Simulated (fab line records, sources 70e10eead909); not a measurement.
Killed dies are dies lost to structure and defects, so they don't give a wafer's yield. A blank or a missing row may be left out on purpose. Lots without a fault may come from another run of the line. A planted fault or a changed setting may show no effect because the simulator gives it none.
A struck lot beside a sound one | flow nand_harc | 30 steps out of a route of 1302
Sound: wafers L366.1, L366.2, L366.6. Struck: wafers L363.1, L363.2, L363.4. The cause comes at the end.
At each step with rows: each side's tool, then ch and its chambers, then its first start. Under that, the readings that differ: sound wafers | struck wafers | difference of the means | sigmas: that difference in standard deviations of wafers without a fault.
alike: readings whose means differ by less than 2 such deviations, and words and numbers that are the same on both sides. not compared: withheld readings, readings that some wafer has no value for, bounds like >300 that may hide the same value, and numbers for which the record gives no deviation and whose values overlap.
The two part at a step that has a row with sigmas, a row that says differs or no value, or rows on one side only. Numbers that don't overlap but have no deviation are shown without sigmas and don't part them. A reading that every wafer of one side lacks parts them only if that side has two wafers or more.

first, 2 steps without rows for these wafers: NHARC_A_CHANNEL_HOLE_D1_PEB_08 (peb time 65 s); NHARC_A_CHANNEL_HOLE_D1_DEVELOP_09 (develop time 35 s).
NHARC_A_CHANNEL_HOLE_D1_CD_MEAS_10: target cd 100 nm.
  sound on cd_sem-03 ch 0, day 16 15:18; struck on cd_sem-01 ch 0, day 15 17:42
  alike: cd_nm
NHARC_A_CHANNEL_HOLE_D1_OVL_MEAS_11:
  sound on overlay-01, day 16 15:23; struck on overlay-02, day 15 17:47
  alike: overlay_x_nm, overlay_y_nm
NHARC_A_CHANNEL_HOLE_D1_INSPECT_12:
  sound on defect_inspect-02, day 16 15:25; struck on defect_inspect-02, day 15 17:49
  reading          | sound   | struck | difference | sigmas
  raw_defect_count | 14 17 6 | 5 6 4  | -7         | -2
then, 3 steps without rows for these wafers: NHARC_A_CHANNEL_HOLE_D1_DESCUM_15 (chemistry O2, time 3 s); NHARC_A_CHANNEL_HOLE_D1_ETCH_38 (etches the open film in CF4, target depth 39 nm, time 65 s); NHARC_A_CHANNEL_HOLE_D1_ETCH_39 (etches the open film in N2/H2, target depth 260 nm, time 325 s).
NHARC_A_CHANNEL_HOLE_D1_ETCH_34: etches the open film in CF4/CHF3, target depth 154 nm, time 77 s.
  sound on rie_diel-03 ch 0,3; struck on rie_diel-03 ch 0,1,3
  alike: bias_w, cf4_flow_sccm, drypump_motor_current_A, oes_product_au, rf_vpp_V, showerhead_plenum_p_Torr, throttle_valve_pct
  not compared: rf_hours_counter_h
then, 1 step without rows for these wafers: NHARC_A_CHANNEL_HOLE_D1_ETCH_16 (etches the open film in O2/COS, target depth 3100 nm, time 806 s).
NHARC_A_CHANNEL_HOLE_D1_CD_MEAS_18:
  sound on cd_sem-02, day 16 16:35; struck on cd_sem-01, day 15 18:59
  alike: cd_nm
then, 1 step without rows for these wafers: NHARC_A_CHANNEL_HOLE_D1_ETCH_19 (etches the open film in C4F8/O2/Ar, time 34.5 s).
NHARC_A_CHANNEL_HOLE_D1_ETCH_20: etches the open film in C4F8/O2/Ar, time 361.9 s, target depth 1600 nm.
  sound on har_etch-01 ch 0,1, day 16 16:47; struck on har_etch-01 ch 0,1, day 15 22:34
  no value came back on the struck wafers for any of 7 readings (c4f8_flow_sccm (sccm), chamber_pressure_mTorr (mTorr) and others); on the sound wafers c4f8_flow_sccm (sccm) reads 89.38 89.20 89.28
  not compared: rf_hours_counter_h
then, 2 steps without rows for these wafers: NHARC_A_CHANNEL_HOLE_D1_ETCH_21 (etches the open film in C4F8/O2/Ar, time 514.3 s, target depth 1600 nm); NHARC_A_CHANNEL_HOLE_D1_ETCH_22 (etches the open film in C4F8/O2/Ar, time 666.7 s, target depth 1600 nm).
NHARC_A_CHANNEL_HOLE_D1_ETCH_23: etches the open film in C4F8/O2/Ar, time 819 s, target depth 1600 nm.
  sound on har_etch-01 ch 0,1, day 16 18:07; struck on har_etch-01 ch 0,1, day 15 23:53
  alike: c4f8_flow_sccm, chamber_pressure_mTorr, drypump_motor_current_A, o2_flow_sccm, oes_air_line_au, showerhead_plenum_p_Torr, throttle_valve_pct
  not compared: rf_hours_counter_h
then, 1 step without rows for these wafers: NHARC_A_CHANNEL_HOLE_D1_ETCH_24 (etches the open film in C4F8/O2/Ar, time 906.2 s, target depth 1500 nm).
NHARC_A_CHANNEL_HOLE_D1_ETCH_25: etches the open film in C4F8/O2/Ar, time 1040.2 s, target depth 1500 nm.
  sound on har_etch-01 ch 0,1, day 16 19:35; struck on har_etch-01 ch 0,1, day 16 01:22
  alike: c4f8_flow_sccm, chamber_pressure_mTorr, drypump_motor_current_A, o2_flow_sccm, oes_air_line_au, showerhead_plenum_p_Torr, throttle_valve_pct
  not compared: rf_hours_counter_h
then, 1 step without rows for these wafers: NHARC_A_CHANNEL_HOLE_D1_ETCH_26 (etches the open film in C4F8/O2/Ar, time 224.1 s, target depth 300 nm).
NHARC_A_CHANNEL_HOLE_D1_ETCH_33: etches the open film in C4F8/O2/Ar, time 90 s, target depth 400 nm.
  sound on har_etch-01 ch 0,1, day 16 20:41; struck on har_etch-01 ch 0,1, day 16 02:26
  alike: bias_v, c4f8_flow_sccm, drypump_motor_current_A, o2_flow_sccm, oes_air_line_au, showerhead_plenum_p_Torr, throttle_valve_pct
  not compared: rf_hours_counter_h
then, 3 steps without rows for these wafers: NHARC_A_CHANNEL_HOLE_D1_STRIP_41 (strips in N2/H2); NHARC_A_CHANNEL_HOLE_D1_STRIP_42 (strips in CF4/CHF3); NHARC_A_CHANNEL_HOLE_D1_STRIP_43 (strips in O2/COS).
NHARC_A_CHANNEL_HOLE_D1_ETCH_44: etches the open film in CF4/O2, target depth 140 nm, overetch 14 nm, time 77 s.
  sound on rie_diel-12 ch 0,3, day 16 21:26; struck on rie_diel-12 ch 0,2,3, day 16 03:11
  reading                            | sound             | struck            | difference | sigmas
  model.A_CHANNEL_HOLE_D1.cd_nm (nm) | 89.87 89.17 89.75 | 98.47 99.01 99.44 | +9.38      |
  alike: bias_w, cf4_flow_sccm, drypump_motor_current_A, o2_flow_sccm, oes_ar_750_au, oes_product_au, rf_vpp_V, showerhead_plenum_p_Torr, throttle_valve_pct
  not compared: rf_hours_counter_h
NHARC_A_CHANNEL_HOLE_D1_STRIP_27: strips in O2.
  sound on rie_diel-12 ch 0,1,3; struck on rie_diel-12 ch 0,1,2
  reading             | sound             | struck            | difference | sigmas
  o2_flow_sccm (sccm) | 500.7 500.5 501.3 | 499.7 495.8 497.2 | -3.3       | -2
  alike: drypump_motor_current_A, oes_product_au, rf_vpp_V, showerhead_plenum_p_Torr, throttle_valve_pct
  not compared: rf_hours_counter_h
then, 2 steps without rows for these wafers: NHARC_A_CHANNEL_HOLE_D1_PRECLEAN_28 (cleans in SC1); NHARC_A_CHANNEL_HOLE_D1_SRD_29.
NHARC_A_CHANNEL_HOLE_D1_CD_MEAS_30:
  sound on cd_sem-02, day 16 22:13; struck on cd_sem-03, day 16 03:59
  reading    | sound          | struck      | difference | sigmas
  cd_nm (nm) | 89.6 88.5 89.3 | 0.5 0.5 0.8 | -88.5      | -89
NHARC_A_CHANNEL_HOLE_D1_XSEM_31:
  sound on xsem-02 ch 0, day 16 22:19; struck on xsem-02 ch 0, day 16 04:04
  reading        | sound          | struck         | difference | sigmas
  bot_cd_nm (nm) | 73.5 72.2 73.1 | 1.1 1.1 1.3    | -71.8      | -65
  bow_nm (nm)    | 8.57 8.48 8.57 | 0.47 0.47 0.47 | -8.07      | -27
  alike: tilt_deg
NHARC_A_CHANNEL_HOLE_D1_INSPECT_40:
  sound on defect_inspect-02, day 16 22:25; struck on defect_inspect-01, day 16 04:10
  alike: raw_defect_count

WHERE THEY PART
First at NHARC_A_CHANNEL_HOLE_D1_INSPECT_12; last, within this record, at NHARC_A_CHANNEL_HOLE_D1_XSEM_31. Later steps at which nothing parts them and some readings are alike: NHARC_A_CHANNEL_HOLE_D1_INSPECT_40.

WHY: what the simulator had put in
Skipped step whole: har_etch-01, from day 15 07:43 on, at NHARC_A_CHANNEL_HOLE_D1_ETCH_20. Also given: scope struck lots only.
